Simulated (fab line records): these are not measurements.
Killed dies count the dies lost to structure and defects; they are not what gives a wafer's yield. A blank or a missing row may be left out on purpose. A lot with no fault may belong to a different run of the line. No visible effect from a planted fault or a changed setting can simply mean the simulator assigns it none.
fab line records + flow n5_finfet
record
- lots=4
- wafers=12
- last_day=17
route steps=1938 shown BEOL_M3@1016 BEOL_M4@1021 PASSIVATION@1936
lots that met no fault: taken from a fault-free run of the same line
start_h: hours from the record's opening day to when the first of the lot's shown wafers began + wait_h: hours since the lot's step before + " as in the row above + L1.1+2: a row that stands for several wafers + - value missing, or start not given + * or withheld: withheld + < > ~ a bound
route shown NAME@n: a module of which the file shows steps, and the number in the route of the first + usual: mean/standard deviation of fault-free wafers + same: alike in all rows + chamber/n: place in a boat + sites: the reading at each site + _std_site: standard deviation of those values + _edge_site: inner sites' mean taken away from outer sites' mean + radius_mm: for every site, how far away it sits from the centre of the wafer + mask NAME#n: copy n + behind: the last tool/chamber to shape the wafer + hold: cause of the lot's hold/its duration in hours/its outcome + device: transistor that didn't switch, given as n, p or np + end of line: the route-end tests of the same wafers + step lacking rows: just its recipe + killed: not the wafer's yield, but the dies lost to structure and defects at the first sort + map: a wafer's dies, marking killed ones x, the rest . and places with no die _
set.NAME: the setting that was run; set.NAME@STEP: the one run at that earlier step + model.NAME: the simulator's own value behind a step, which no gauge read
lots at selected steps of the route; one table per step, one row per wafer
services: from which hour (start_h, from the record's first day; less than 0 if before it) a tool's chamber was out of use, for how many hours, and why
## steps
# step N5_BEOL_M3_CO_CAP_55
# recipe
- material=Co
- target_thk_a=20
- temp_c=200
- precursor=CCTBA/H2
- pressure_torr=30
- time_s=102.1
# step N5_BEOL_M3_PRE_CLEAN_56
# recipe
- gas=NH3
- time_s=15
- temp_c=withheld
- rf_power_w=300
# step N5_BEOL_M3_DEP_57
# recipe
- material=SiCN
- target_thk_a=80
- temp_c=withheld
- precursor=3MS/NH3
- pressure_torr=3
- rf_w=202
- time_s=14
# step N5_BEOL_M4_ILD_DEP_00
# recipe
- material=SiOC
- target_thk_a=790
- temp_c=350
- precursor=DEMS/O2
- pressure_torr=5
- rf_w=500
- time_s=15.3
# step N5_BEOL_M4_PECVD_72
# recipe
- material=SiO2
- target_thk_a=160
- temp_c=400
- precursor=TEOS/O2
- pressure_torr=5.5
- rf_w=450
- teos_flow_sccm=53.8
- gas=O2
- flow_sccm=3000
- time_s=18
# step N5_BEOL_M4_HM_DEP_02
# recipe
- material=TiN
- target_thk_a=200
- temp_c=25
- chamber_pressure_pa=0.49996
# step N5_BEOL_M4_COAT_61
# recipe
- resist=SOC
- temp_c=250
- time_s=60
- spin_rpm=1500
- resist_thk_nm=60
# step N5_BEOL_M4_COAT_62
# recipe
- resist=SiARC
- temp_c=220
- time_s=60
- spin_rpm=1500
- resist_thk_nm=12
# step N5_BEOL_M4_COAT_73
# recipe
- resist=underlayer
- temp_c=205
- time_s=60
- spin_rpm=1500
- resist_thk_nm=5
# step N5_BEOL_M4_COAT_05
# recipe
- resist=CAR-EUV
- spin_rpm=1500
- resist_thk_nm=30
# usual
- dispense_pressure_kPa=51/3.2
- spin_speed_rpm=1500.0/0.98
| lot.wafer | tool           | chamber | start_h | wait_h | dispense_pressure_kPa | spin_speed_rpm | model.CAR-EUV_of_BEOL_M4_COAT_05.thk_nm |
|-----------|----------------|---------|---------|--------|-----------------------|----------------|-----------------------------------------|
| L707.1    | litho_track-05 | 0       | 177.84  | -      | 48                    | 1500.3         | 29.8                                    |
| L707.2    | "              | 0       | "       | "      | 48                    | 1499.4         | 29.8                                    |
| L707.5    | "              | 0       | "       | "      | 48                    | 1500.8         | 29.8                                    |
| L712.1    | litho_track-05 | 0       | 204.00  | -      | 48                    | 1370.6         | 31.4                                    |
| L712.3    | "              | 0       | "       | "      | 48                    | 1371.5         | 31.4                                    |
| L712.6    | "              | 0       | "       | "      | 48                    | 1370.9         | 31.4                                    |
| L714.2    | litho_track-05 | 0       | 207.86  | -      | 48                    | 1370.6         | 31.4                                    |
| L714.3    | "              | 0       | "       | "      | 48                    | 1369.4         | 31.4                                    |
| L714.4    | "              | 0       | "       | "      | 48                    | 1371.3         | 31.4                                    |
| L724.2    | litho_track-02 | 0       | 267.11  | -      | 56                    | 1501.7         | 30                                      |
| L724.3    | "              | 0       | "       | "      | 56                    | 1499.3         | 30                                      |
| L724.6    | "              | 0       | "       | "      | 56                    | 1500.8         | 30                                      |
# step N5_BEOL_M4_EBR_07
# recipe
- solvent=PGMEA
- ebr_width_mm=1.5
# step N5_BEOL_M4_SOFTBAKE_06
# recipe
- temp_c=110
- time_s=60
- resist=CAR-EUV
# step N5_BEOL_M4_EXPOSE_08
# recipe
- mask_id=M4
- na=0.33
- source_shape=dipole
- sigma_inner=0.369
- sigma_outer=0.767
- polarization=unpolarized
- dose_mj=41.25
# step N5_BEOL_M4_PEB_09
# recipe
- peb_temp_c=100
- peb_time_s=60
- resist=CAR-EUV
# step N5_BEOL_M4_DEVELOP_10
# recipe
- develop_time_s=30
- developer=TMAH
- resist=CAR-EUV
- rinse_liquid=surfactant_rinse
- dry=air_spin
- dev_temp_c=23
# step N5_BEOL_M4_DESCUM_16
# recipe
- chemistry=O2
- time_s=7
- source_power_w=50
- bias_power_w=20
- pressure_mtorr=20
- rf_frequency_hz=2.712e+07
- temp_c=40
- resist=CAR-EUV
- o2_flow_sccm=225
# step N5_BEOL_M4_ETCH_74
# recipe
- chemistry=N2/H2
- target=underlayer
- target_depth_a=65
- mask_material=CAR-EUV
- time_s=5.2
- ion_energy_ev=200
- pressure_mtorr=30
- source_w=840
- bias_w=150
- n2_flow_sccm=200
- h2_flow_sccm=200
- ends=cleared
# step N5_BEOL_M4_ETCH_63
# recipe
- chemistry=CF4
- target=SiARC
- target_depth_a=156
- mask_material=CAR-EUV
- time_s=26
- ion_energy_ev=80
- pressure_mtorr=40
- source_w=545
- bias_w=36
- Ar_flow_sccm=100
- cf4_flow_sccm=100
- ends=cleared
# usual
- drypump_motor_current_A=5.5/0.33
- etch_rf_on_time_s=26.0/0.45
- oes_product_au=0.70/0.071
- rf_vpp_V=184.3/1.2
- showerhead_plenum_p_Torr=2.16/0.064
- throttle_valve_pct=15.55/0.28
| lot.wafer | tool        | chamber | start_h | wait_h | drypump_motor_current_A | etch_rf_on_time_s | oes_product_au | rf_hours_counter_h | rf_vpp_V | showerhead_plenum_p_Torr | throttle_valve_pct | model.CAR-EUV_of_BEOL_M4_COAT_05.thk_nm |
|-----------|-------------|---------|---------|--------|-------------------------|-------------------|----------------|--------------------|----------|--------------------------|--------------------|-----------------------------------------|
| L707.1    | rie_diel-04 | 2       | 178.40  | 0.0    | 5.7                     | 25.6              | 0.74           | 46                 | 184.5    | 2.18                     | 15.11              | 11                                      |
| L707.2    | "           | 1       | "       | "      | 5.7                     | 25.6              | 0.82           | 4                  | 185.4    | 2.19                     | 15.36              | 11                                      |
| L707.5    | "           | 2       | "       | "      | 5.7                     | 25.8              | 0.73           | -                  | 186.0    | 2.18                     | 15.11              | 11                                      |
| L712.1    | rie_diel-03 | 1       | 204.56  | 0.0    | 5.6                     | 27.2              | 0.57           | 248                | 185.4    | 2.11                     | 15.75              | 12.6                                    |
| L712.3    | "           | 0       | "       | "      | 5.1                     | 26.0              | 0.74           | 50                 | 183.5    | 2.09                     | 15.61              | 12.6                                    |
| L712.6    | "           | 3       | "       | "      | 5.7                     | 25.8              | 0.82           | -                  | 184.4    | 2.19                     | 15.72              | 12.6                                    |
| L714.2    | rie_diel-04 | 0       | 208.42  | 0.0    | 5.4                     | 25.5              | 0.69           | 73                 | 186.0    | 2.25                     | 15.79              | 12.4                                    |
| L714.3    | "           | 1       | "       | "      | 5.7                     | 25.5              | 0.80           | 13                 | 185.6    | 2.19                     | 15.38              | 12.4                                    |
| L714.4    | "           | 3       | "       | "      | 5.5                     | 25.5              | 0.76           | 45                 | 184.3    | 2.18                     | 15.14              | 12.4                                    |
| L724.2    | rie_diel-04 | 0       | 267.67  | 0.0    | 5.4                     | 25.8              | 0.68           | 95                 | 185.9    | 2.24                     | 15.83              | 11.2                                    |
| L724.3    | "           | 2       | "       | "      | 5.7                     | 26.0              | 0.70           | 78                 | 183.8    | 2.17                     | 15.16              | 11.2                                    |
| L724.6    | "           | 2       | "       | "      | 5.7                     | 25.8              | 0.70           | -                  | 184.7    | 2.17                     | 15.16              | 11.2                                    |
# step N5_BEOL_M4_ETCH_64
# recipe
- chemistry=N2/H2
- target=SOC
- target_depth_a=750
- overetch_a=225
- mask_material=SiARC
- temp_c=40
- time_s=121.9
- ion_energy_ev=200
- pressure_mtorr=30
- source_w=840
- bias_w=150
- n2_flow_sccm=200
- h2_flow_sccm=200
# step N5_BEOL_M4_RC_MEAS_101
# usual
- DIBL_N=36.4/1.4
- DIBL_P=36.3/1.8
- IOFF_N=0.163/0.024
- IOFF_P=0.21/0.034
- ION_N=673/11
- ION_P=461/7.4
- SS_N=71.6/0.52
- SS_P=73.3/0.58
- VT_N=249.4/2.5
- VT_P=-250/3.5
| lot.wafer | tool      | chamber | start_h | wait_h | DIBL_N[mV/V] | DIBL_P[mV/V] | IOFF_N[nA/um] | IOFF_P[nA/um] | ION_N[uA/um] | ION_P[uA/um] | SS_N[mV/dec] | SS_P[mV/dec] | VT_N[mV] | VT_P[mV] |
|-----------|-----------|---------|---------|--------|--------------|--------------|---------------|---------------|--------------|--------------|--------------|--------------|----------|----------|
| L707.1    | prober-02 | 0       | 185.89  | 0.0    | 35.0         | 34.8         | 0.139         | 0.17          | 670          | 451          | 70.5         | 72.4         | 250.9    | -254     |
| L707.2    | "         | 0       | "       | "      | 37.5         | 38.6         | 0.190         | 0.22          | 685          | 464          | 71.5         | 73.7         | 244.7    | -250     |
| L707.5    | "         | 0       | "       | "      | 37.7         | 38.4         | 0.194         | 0.22          | 670          | 456          | 72.1         | 73.8         | 245.4    | -251     |
| L712.1    | prober-02 | 0       | 212.28  | 0.0    | 35.1         | 36.5         | 0.148         | 0.23          | 663          | 463          | 71.6         | 73.5         | 250.2    | -251     |
| L712.3    | "         | 0       | "       | "      | 35.9         | 36.8         | 0.160         | 0.24          | 678          | 469          | 71.8         | 74.0         | 249.4    | -247     |
| L712.6    | "         | 0       | "       | "      | 35.7         | 36.5         | 0.161         | 0.23          | 669          | 465          | 72.0         | 73.3         | 250.6    | -249     |
| L714.2    | prober-02 | 0       | 218.75  | 0.2    | 36.6         | 36.8         | 0.184         | 0.21          | 695          | 472          | 71.4         | 73.4         | 244.8    | -251     |
| L714.3    | "         | 0       | "       | "      | 36.4         | 36.9         | 0.178         | 0.22          | 694          | 471          | 71.0         | 73.2         | 248.3    | -251     |
| L714.4    | "         | 0       | "       | "      | 38.0         | 39.1         | 0.220         | 0.27          | 696          | 476          | 71.2         | 73.9         | 244.8    | -247     |
| L724.2    | prober-01 | 0       | 286.57  | 0.2    | 37.4         | 37.1         | 0.166         | 0.23          | 674          | 464          | 72.2         | 73.5         | 248.7    | -248     |
| L724.3    | "         | 0       | "       | "      | 38.9         | 38.8         | 0.193         | 0.27          | 688          | 467          | 71.9         | 73.6         | 249.4    | -247     |
| L724.6    | "         | 0       | "       | "      | 39.5         | 39.1         | 0.201         | 0.27          | 686          | 471          | 72.2         | 74.1         | 247.1    | -244     |
# step N5_PASSIVATION_PROBE_49
# usual
- defect_limited_yield=91.4/1.6
- killed_at_M0_to_M3=34/12
- killed_at_M4_up=13/5.2
- killed_at_contacts=11/5.5
- killed_at_front_end=40/13
- killed_at_other=3.4/2.7
- killed_dies=102/19
- killed_on_rim=13/4.3
- killed_open=66/15
- killed_short=33/7.9
- sort_bin_5_function=5.1/1.1
- sort_bin_6_memory=3.2/0.7
- sort_n_pass=1078/19
- sort_yield_pct=91.4/1.6
# same
- gross_dies=1180
- killed_at_back_side=0
- sort_bin_4_leakage[%]=0
- sort_bin_8_speed[%]=0
| lot.wafer | tool      | chamber | start_h | wait_h | defect_limited_yield[%] | killed_at_M0_to_M3 | killed_at_M4_up | killed_at_contacts | killed_at_front_end | killed_at_other | killed_dies | killed_on_rim | killed_open | killed_short | sort_bin_5_function[%] | sort_bin_6_memory[%] | sort_n_pass | sort_yield_pct[%] |
|-----------|-----------|---------|---------|--------|-------------------------|--------------------|-----------------|--------------------|---------------------|-----------------|-------------|---------------|-------------|--------------|------------------------|----------------------|-------------|-------------------|
| L714.4    | prober-02 | -       | 321.82  | 0.2    | 91.5                    | 33                 | 6               | 9                  | 45                  | 7               | 100         | 9             | 70          | 28           | 4.9                    | 3.0                  | 1080        | 91.5              |
# killed by level:class
L714.4 STI_FIN_REVEAL:geometric_particle:open=20 BEOL_M0_SAQP:geometric_particle:open=9 MOL_CONTACT_COAG:geometric_particle:open=8 BEOL_M0_SAQP:geometric_particle:short=8 BEOL_M2:geometric_particle:open=7 STARTING-WAFER:geometric_particle:open=6 FIN_SAQP:geometric_particle:short=5 FIN_SAQP:geometric_particle:open=5
## services
| tool           | chamber | start_h | hours | kind                          |
|----------------|---------|---------|-------|-------------------------------|
| litho_track-02 | -       | 165.16  | -     | consumable_replace:filter     |
| rie_diel-03    | 1       | 211.40  | -     | clean                         |
| rie_diel-03    | 1       | 211.40  | -     | consumable_replace:focus_ring |
| rie_diel-03    | 1       | 211.40  | 17.4  | scheduled_down                |
| rie_diel-03    | 1       | 211.40  | 17.4  | vent_cycle                    |
## key
first_sign
- step=N5_BEOL_M4_COAT_05
- reading=spin_speed_rpm
- direction=down
- sigmas=99+
- usual=*
- struck=*
effect none on later readings
model_effect
- step=N5_BEOL_M4_COAT_05
- value=CAR-EUV_of_BEOL_M4_COAT_05.thk_nm
- without=30
- struck=31.4
model_effect
- step=N5_BEOL_M4_ETCH_63
- value=CAR-EUV_of_BEOL_M4_COAT_05.thk_nm
- without=11.1
- struck=12.5
met_at N5_BEOL_M4_COAT_05
struck_wafers L712.1,L712.3,L712.6,L714.2,L714.3,L714.4
onset_between 177.84 204.00
fault
- kind=process_parameter_drift
- tool=litho_track-05
- chamber=-
- onset_h=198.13
- steps=N5_BEOL_M4_COAT_05
- channel=spin_rpm
- offset=*
- shape=step
- end_h=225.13
- acts_in=*
- stated=*
